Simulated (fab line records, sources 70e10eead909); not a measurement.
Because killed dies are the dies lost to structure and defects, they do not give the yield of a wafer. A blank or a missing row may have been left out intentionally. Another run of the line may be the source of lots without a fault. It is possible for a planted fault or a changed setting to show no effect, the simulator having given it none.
Comparing a struck lot with a sound one :: flow nand-harc :: 17 steps out of a route of 1302
Sound: wafers L988.1, L988.5, L988.6. Struck: wafer L982.6 (L982.3, L982.5, from the same lot, were not struck and are left out); the cause is given at the end.
For every step that has rows: the tool of each side, followed by ch and its chambers, followed by its first start. Under that, the readings that differ: sound wafers :: struck wafers :: difference of the means :: sigmas: that difference in standard deviations of wafers without a fault.
alike: words and numbers the same on both sides, and readings whose means are apart by under 2 such deviations; not compared: readings that were withheld, readings missing a value for some wafer, numbers with overlapping values and no deviation given by the record, and bounds like >300 which may hide the same value.
A row with sigmas, a row that says differs or no value, or rows on one side alone: a step with any of these is where the two part. Numbers that don't overlap but have no deviation are shown without sigmas and don't part them. A reading that every wafer of one side lacks parts them only if that side has two wafers or more.

NHARC_A_M1_INSPECT_11:
  sound: defect-inspect-01 at day 28 09:35; struck: defect-inspect-02 at day 26 14:02
  alike: raw-defect-count
then, 3 steps without rows for these wafers: NHARC_A_M1_DESCUM_14 (chemistry O2, time 3 s); NHARC_A_M1_ETCH_35 (etches the open film in N2/H2, target depth 40 nm, overetch 12 nm, time 43.94 s); NHARC_A_M1_ETCH_15 (etches the open film in C4F8/Ar, target depth 182.5 nm, time 91.2 s).
NHARC_A_M1_CD_MEAS_16:
  sound: cd-sem-01 at day 28 09:57; struck: cd-sem-02 at day 26 14:24
  alike: cd-nm
NHARC_A_M1_STRIP_18: strips in N2/H2.
  sound on rie-diel-12 ch 0,1,2, day 28 10:06; struck on rie-diel-08 ch 1, day 26 14:32
  alike: drypump-motor-current-A, oes-product-au, rf-vpp-V, showerhead-plenum-p-Torr, throttle-valve-pct
  not compared: rf-hours-counter-h
then, 3 steps without rows for these wafers: NHARC_A_M1_ETCH_28 (etches the open film in CF4/N2, target depth 30 nm, time 72.99 s); NHARC_A_M1_STRIP_19 (strips in post etch residue remover, time 600 s); NHARC_A_M1_DEGAS_29 (time 60 s).
NHARC_A_M1_PRE_CLEAN_30: time 30 s.
  sound on pvd-sputter-03; struck on pvd-sputter-03
  alike: heater-power-w
NHARC_A_M1_PVD_20: deposits TaN, target thk 5 nm, time 8.06 s.
  sound on pvd-sputter-03; struck on pvd-sputter-03
  alike: throttle-valve-pct
NHARC_A_M1_PVD_21: deposits Cu, target thk 30 nm, time 20.49 s.
  sound on pvd-sputter-03; struck on pvd-sputter-03
  alike: throttle-valve-pct
NHARC_A_M1_ECD_22: material Cu, target thk 400 nm.
  sound on ecd-cu-02 ch 0,1, day 28 11:05; struck on ecd-cu-01 ch 0,1, day 26 15:37
NHARC_A_M1_ANNEAL_31: time 90 s.
  sound on rtp-anneal-01 ch 0, day 28 11:25; struck on rtp-anneal-01 ch 0, day 26 15:57
  alike: wafer_temp_C_max
NHARC_A_M1_CMP_23: polishes, t overpolish 20 s, target thk 154.34 nm.
  sound on cmp-04 ch 0,1,3, day 28 11:49; struck on cmp-02 ch 1, day 26 16:15
reading: time-to-endpoint-s (s)
sound: 31 31 28
struck: 38
difference: +8
sigmas: +3
  alike: motor-current-A
NHARC_A_M1_THK_MEAS_24: measures by xrf.
  sound: film-metro-01 at day 28 12:04; struck: film-metro-01 at day 26 16:31
  alike: thk-nm
NHARC_END_SORT_01:
  the record has rows for the sound wafers here (prober-01 ch 0, day 30 07:45) and none for the struck ones

== WHERE THEY PART ==
First at NHARC_A_M1_CMP_23; last, within this record, at NHARC_END_SORT_01.

WHY: whatever the simulator had introduced
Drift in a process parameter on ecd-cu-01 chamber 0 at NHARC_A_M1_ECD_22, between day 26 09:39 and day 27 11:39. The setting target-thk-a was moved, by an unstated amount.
